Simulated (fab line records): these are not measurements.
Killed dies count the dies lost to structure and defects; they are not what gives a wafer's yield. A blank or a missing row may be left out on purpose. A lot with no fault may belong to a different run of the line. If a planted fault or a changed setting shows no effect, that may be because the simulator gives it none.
The tool behind it: which one?    flow n5 finfet    72 wafers from 24 lots sampled at 2 of the route's 1938 steps

WHAT THE GAUGES SHOWED, per wafer
N5_BEOL_M5_CD_MEAS_35: target cd 28 nm, target cd y 24 nm.
lot   measured      on         cd nm (nm)
L074  day 9 23:54   cd sem-03  28.03 28.46 28.76
L075  day 10 16:08  cd sem-02  28.16 28.28 27.87
L077  day 11 00:10  cd sem-02  28.10 28.55 28.57
L078  day 11 06:47  cd sem-03  27.73 28.09 28.24
L076  day 11 06:52  cd sem-02  27.96 28.37 27.83
L079  day 11 15:55  cd sem-01  28.15 28.02 28.08
L081  day 11 20:13  cd sem-02  28.00 27.63 27.72
L082  day 12 00:28  cd sem-02  28.46 28.33 28.14
L080  day 12 00:56  cd sem-03  28.11 27.59 28.10
L083  day 12 05:35  cd sem-02  28.26 28.65 28.20
L084  day 12 06:32  cd sem-03  27.98 27.97 27.91
L085  day 13 04:38  cd sem-01  28.60 27.87 28.26
L086  day 13 08:19  cd sem-03  27.92 27.70 27.26
L087  day 13 08:40  cd sem-01  28.15 28.39 28.48
L088  day 13 08:43  cd sem-01  28.12 27.66 27.43
L089  day 14 04:45  cd sem-02  28.12 27.39 27.98
L090  day 14 14:15  cd sem-01  28.30 28.16 27.82
L092  day 14 18:43  cd sem-01  28.57 28.00 28.59
L093  day 14 18:50  cd sem-03  27.79 27.76 28.41
L091  day 15 01:09  cd sem-03  28.18 28.03 28.79
L096  day 16 03:05  cd sem-02  28.35 27.76 28.27
L095  day 16 08:38  cd sem-02  28.08 27.96 27.94
L094  day 16 12:56  cd sem-01  28.30 27.67 27.73
L097  day 16 13:19  cd sem-02  28.09 27.87 27.95

TOOL THAT RAN EACH LOT (tool first, then ch and the chambers of the sampled wafers, then the start)
lot   N5_BEOL_M5_ETCH_41
L074  rie diel-02 ch 0,1,3, day 9 23:54 or earlier
L075  rie diel-03 ch 0,1,2, day 10 16:08 or earlier
L077  rie diel-02 ch 1,2,3, day 11 00:10 or earlier
L078  rie diel-05 ch 1,3, day 11 06:47 or earlier
L076  rie diel-03 ch 1,2,3, day 11 06:52 or earlier
L079  rie diel-02 ch 0,1,2, day 11 15:55 or earlier
L081  rie diel-03 ch 1,2,3, day 11 20:13 or earlier
L082  rie diel-03 ch 0,2,3, day 12 00:28 or earlier
L080  rie diel-05 ch 0,1, day 12 00:56 or earlier
L083  rie diel-05 ch 0,1,2, day 12 05:35 or earlier
L084  rie diel-05 ch 1,2,3, day 12 06:32 or earlier
L085  rie diel-02 ch 0,3, day 13 04:38 or earlier
L086  rie diel-02 ch 2,3, day 13 08:19 or earlier
L087  rie diel-05 ch 2,3, day 13 08:40 or earlier
L088  rie diel-02 ch 1,2,3, day 13 08:43 or earlier
L089  rie diel-03 ch 0,2,3, day 14 04:45 or earlier
L090  rie diel-05 ch 1,2,3, day 14 14:15 or earlier
L092  rie diel-05 ch 2,3, day 14 18:43 or earlier
L093  rie diel-02 ch 0,1,2, day 14 18:50 or earlier
L091  rie diel-05 ch 1,2, day 15 01:09 or earlier
L096  rie diel-02 ch 0,2,3, day 16 03:05 or earlier
L095  rie diel-02 ch 2,3, day 16 08:38 or earlier
L094  rie diel-03 ch 0,1, day 16 12:56 or earlier
L097  rie diel-05 ch 1,2,3, day 16 13:19 or earlier
- N5_BEOL_M5_ETCH_41: etches SiCN in CH3F/O2, target depth 31.5 nm, time 56.7 s.

WHAT THE TOOLS THEMSELVES READ (means of the sampled wafers that have a number; where no wafer has one, the mark that the record gives instead)
N5_BEOL_M5_ETCH_41.
lot   tool         drypump motor current A (A)  oes product au (a.u.)  rf fwd power W (W)  rf vpp V (V)  showerhead plenum p Torr (Torr)  throttle valve pct (%)
L074  rie diel-02  5.4                          0.83                   390.9               296.3         1.95                             16.32
L075  rie diel-03  5.8                          0.74                   392.3               297.4         2.00                             16.52
L077  rie diel-02  5.9                          0.77                   392.0               296.3         1.92                             16.39
L078  rie diel-05  5.7                          0.85                   390.8               297.8         2.03                             16.24
L076  rie diel-03  5.6                          0.70                   392.1               296.6         1.99                             16.58
L079  rie diel-02  5.5                          0.85                   391.5               296.2         1.97                             16.36
L081  rie diel-03  5.6                          0.70                   391.7               297.3         1.99                             16.59
L082  rie diel-03  5.7                          0.72                   391.3               297.1         2.02                             16.46
L080  rie diel-05  5.6                          0.74                   391.1               297.7         2.00                             16.18
L083  rie diel-05  5.8                          0.81                   390.9               296.6         1.99                             16.19
L084  rie diel-05  6.0                          0.84                   391.6               296.4         2.00                             16.32
L085  rie diel-02  5.2                          0.85                   392.6               297.2         1.99                             16.24
L086  rie diel-02  6.0                          0.79                   390.3               296.0         1.93                             16.35
L087  rie diel-05  6.3                          0.84                   392.5               297.0         1.97                             16.40
L088  rie diel-02  5.8                          0.76                   392.2               295.5         1.91                             16.42
L089  rie diel-03  5.7                          0.71                   392.7               297.6         2.02                             16.52
L090  rie diel-05  6.0                          0.82                   391.6               298.0         1.99                             16.36
L092  rie diel-05  6.3                          0.83                   393.5               295.9         1.96                             16.43
L093  rie diel-02  5.5                          0.81                   391.8               296.3         1.96                             16.41
L091  rie diel-05  5.9                          0.85                   392.7               296.0         1.98                             16.24
L096  rie diel-02  5.6                          0.79                   390.9               295.5         1.95                             16.34
L095  rie diel-02  6.0                          0.76                   391.7               295.8         1.92                             16.41
L094  rie diel-03  5.8                          0.74                   391.1               297.6         2.05                             16.52
L097  rie diel-05  6.0                          0.80                   391.5               297.4         1.98                             16.41

THE ANSWER, worked out from the rows above alone
Rule: what is usual is taken from the lots themselves. The widest of any qualifying gaps counts: lots, ordered by their means at a reading, are off when they make up no more than a third of the lots, leave a main group of 4 or more, and stand apart from it by 3 or more times the standard deviation of that group's means. Not used: any main group whose means are identical at the precision the tables above print for the reading. A lot without any number at a reading at which 4 lots or more have one is off too. All remaining lots with rows at the step are treated as sound. After the gauges, taken in route order, come the tools' own readings; for these a lot's mean is taken, as printed above. The first step at which some lot is off is used, and at that step the reading that is off furthest; a lot without a number counts as furthest.
Nothing can be told from this: no lot is off at any reading shown.

WHAT THE SIMULATOR HAD INSERTED
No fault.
